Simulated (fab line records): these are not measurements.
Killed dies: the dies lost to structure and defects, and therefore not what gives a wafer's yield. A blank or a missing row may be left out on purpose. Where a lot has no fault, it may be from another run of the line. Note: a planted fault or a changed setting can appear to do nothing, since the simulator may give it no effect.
What tool caused it? | flow n5-finfet | 14 lots, 42 wafers sampled, at 4 steps of a route of 1938

## WHAT THE GAUGES SHOWED, per wafer
N5_SDB_CD_MEAS_11: target cd 50 nm.
lot  | measured    | on        | cd-nm (nm)
L472 | day 4 03:31 | cd-sem-02 | 49.4 50.3 50.1
L476 | day 4 22:22 | cd-sem-03 | 50.7 52.3 49.6
L477 | day 5 01:04 | cd-sem-03 | 48.1 48.5 50.0
L478 | day 5 06:40 | cd-sem-01 | 50.5 49.3 51.0
L484 | day 7 00:34 | cd-sem-03 | - - -
L485 | day 7 03:31 | cd-sem-01 | - - -
L488 | day 7 19:10 | cd-sem-01 | 51.1 51.1 50.5
L489 | day 8 01:11 | cd-sem-01 | 51.6 52.1 49.6
L490 | day 8 05:54 | cd-sem-01 | 51.1 51.7 49.9
L491 | day 8 14:58 | cd-sem-03 | 50.2 49.7 49.7
L492 | day 8 21:02 | cd-sem-03 | 49.5 49.8 49.1
L493 | day 8 23:20 | cd-sem-01 | 49.8 50.0 50.6
L494 | day 9 05:47 | cd-sem-03 | 52.4 51.5 51.7
L495 | day 9 16:46 | cd-sem-01 | 49.1 50.6 48.4

## EACH LOT AND THE TOOL THAT RAN IT (in order: tool; ch and the chambers of the sampled wafers; start)
lot  | N5_ILD0_CMP_07               | N5_SDB_HM_DEP_00               | N5_SDB_EXPOSE_08
L472 | cmp-02 ch 1,2, day 3 22:13   | pecvd-01 ch 0,1,2, day 4 02:57 | arfi-scanner-03 ch 0, day 4 03:25
L476 | cmp-01 ch 1,3, day 4 18:20   | pecvd-01 ch 0,2, day 4 21:55   | arfi-scanner-02 ch 0, day 4 22:15
L477 | cmp-03 ch 0,1,3, day 4 20:52 | pecvd-01 ch 1,2, day 5 00:37   | arfi-scanner-03 ch 0, day 5 00:56
L478 | cmp-02 ch 1,2,3, day 5 02:45 | pecvd-02 ch 0,2, day 5 06:20   | arfi-scanner-03 ch 0, day 5 06:32
L484 | cmp-02 ch 0,1,3, day 6 20:38 | pecvd-03 ch 1,2, day 7 00:07   | arfi-scanner-01, day 7 00:27
L485 | cmp-02 ch 0,2,3, day 6 22:44 | pecvd-01 ch 1,2, day 7 03:04   | arfi-scanner-03, day 7 03:23
L488 | cmp-01 ch 0,1,3, day 7 14:37 | pecvd-03 ch 1,2, day 7 18:50   | arfi-scanner-03 ch 0, day 7 19:02
L489 | cmp-01 ch 0,1,2, day 7 21:10 | pecvd-03 ch 0,1,2, day 8 00:44 | arfi-scanner-02 ch 0, day 8 01:03
L490 | cmp-01 ch 1,2, day 8 02:00   | pecvd-01 ch 0,1,2, day 8 05:34 | arfi-scanner-02 ch 0, day 8 05:46
L491 | cmp-01 ch 0,1,2, day 8 10:57 | pecvd-01 ch 1,2, day 8 14:31   | arfi-scanner-01 ch 0, day 8 14:50
L492 | cmp-02 ch 0,3, day 8 16:10   | pecvd-03 ch 1,2, day 8 20:34   | arfi-scanner-03 ch 0, day 8 20:55
L493 | cmp-02 ch 1,2, day 8 18:48   | pecvd-02 ch 0,1,2, day 8 23:01 | arfi-scanner-03 ch 0, day 8 23:13
L494 | cmp-01 ch 0,2,3, day 9 01:46 | pecvd-03 ch 0,1,2, day 9 05:20 | arfi-scanner-01 ch 0, day 9 05:40
L495 | cmp-02 ch 1,2, day 9 11:54   | pecvd-02 ch 0,1, day 9 16:17   | arfi-scanner-02 ch 0, day 9 16:39
- N5_ILD0_CMP_07: polishes SiO2 flowable, stops on poly-Si, t overpolish 1.18 s, target thk 138.88 nm.
- N5_SDB_HM_DEP_00: deposits SiNx from SiH4/NH3/N2, target thk 40 nm, time 35.3 s.
- N5_SDB_EXPOSE_08: exposes mask SDB.

## AS READ BY THE TOOLS THEMSELVES (means over the sampled wafers that have a number; for cases with no such wafer, the mark the record gives instead)
N5_ILD0_CMP_07.
lot  | tool   | motor-current-A (A)
L472 | cmp-02 | 14.3
L476 | cmp-01 | 11.0
L477 | cmp-03 | 12.7
L478 | cmp-02 | 12.4
L484 | cmp-02 | 13.5
L485 | cmp-02 | 11.7
L488 | cmp-01 | 11.4
L489 | cmp-01 | 11.9
L490 | cmp-01 | 12.5
L491 | cmp-01 | 11.7
L492 | cmp-02 | 11.8
L493 | cmp-02 | 12.7
L494 | cmp-01 | 12.5
L495 | cmp-02 | 12.9

N5_SDB_HM_DEP_00.
lot  | tool     | heater-power-w (W) | showerhead-plenum-p-Torr (Torr) | throttle-valve-pct (%)
L472 | pecvd-01 | 863                | 5.16                            | 42
L476 | pecvd-01 | 860                | 5.13                            | 42
L477 | pecvd-01 | 804                | 5.18                            | 39
L478 | pecvd-02 | 824                | 5.21                            | 40
L484 | pecvd-03 | 754                | 5.12                            | 39
L485 | pecvd-01 | 760                | 5.17                            | 39
L488 | pecvd-03 | 804                | 5.05                            | 41
L489 | pecvd-03 | 867                | 5.13                            | 41
L490 | pecvd-01 | 854                | 5.16                            | 42
L491 | pecvd-01 | 786                | 5.15                            | 39
L492 | pecvd-03 | 796                | 5.06                            | 41
L493 | pecvd-02 | 747                | 5.18                            | 41
L494 | pecvd-03 | 861                | 5.15                            | 41
L495 | pecvd-02 | 805                | 5.20                            | 41

N5_SDB_EXPOSE_08.
lot  | tool            | exposure-dose-mJ-cm2 | focus-offset-nm (nm)
L472 | arfi-scanner-03 | 49.50                | -0.7
L476 | arfi-scanner-02 | 49.44                | 0.3
L477 | arfi-scanner-03 | 49.56                | -0.1
L478 | arfi-scanner-03 | 49.56                | 0.3
L484 | arfi-scanner-01 | -                    | -
L485 | arfi-scanner-03 | -                    | -
L488 | arfi-scanner-03 | 49.59                | 0.4
L489 | arfi-scanner-02 | 49.48                | -0.1
L490 | arfi-scanner-02 | 49.42                | 0.0
L491 | arfi-scanner-01 | 49.65                | -0.2
L492 | arfi-scanner-03 | 49.59                | 0.0
L493 | arfi-scanner-03 | 49.58                | -0.5
L494 | arfi-scanner-01 | 49.57                | 0.3
L495 | arfi-scanner-02 | 49.46                | 0.7

## THE ANSWER, worked out from the rows above alone
Rule: the usual values come from the lots themselves. Put in order of their means at a reading, lots are off if they are a third of the lots or fewer, leave a main group of 4 or more, and stand apart from it by a gap of 3 or more times the standard deviation of the main group's means; of several such gaps the widest counts. If all means in a main group match to the digits the tables above print for the reading, that group is not used. Also off: a lot with no number at a reading for which 4 or more lots have one. Any other lot the step has rows for is counted as sound. The gauges are gone through in route order, then the tools' own readings, and for those a lot's mean is taken as printed above. At the first step where some lot is off, the reading lying furthest off is the one used; lots without a number count as furthest.
Off: L484, L485 (N5_SDB_CD_MEAS_11, cd-nm). Without a number there: L484, L485. The main group: mean 50.3 nm, standard deviation 0.82.
A tool fits if, at a process step before that reading, it ran every lot that is off, and no sound lot after the first of them. Not tried: the gauges at N5_SDB_CD_MEAS_11; whatever is off there is also off at N5_SDB_EXPOSE_08, on other tools, and gauge error can't account for it. Of those tried, none fits.

## WHAT THE SIMULATOR PUT IN
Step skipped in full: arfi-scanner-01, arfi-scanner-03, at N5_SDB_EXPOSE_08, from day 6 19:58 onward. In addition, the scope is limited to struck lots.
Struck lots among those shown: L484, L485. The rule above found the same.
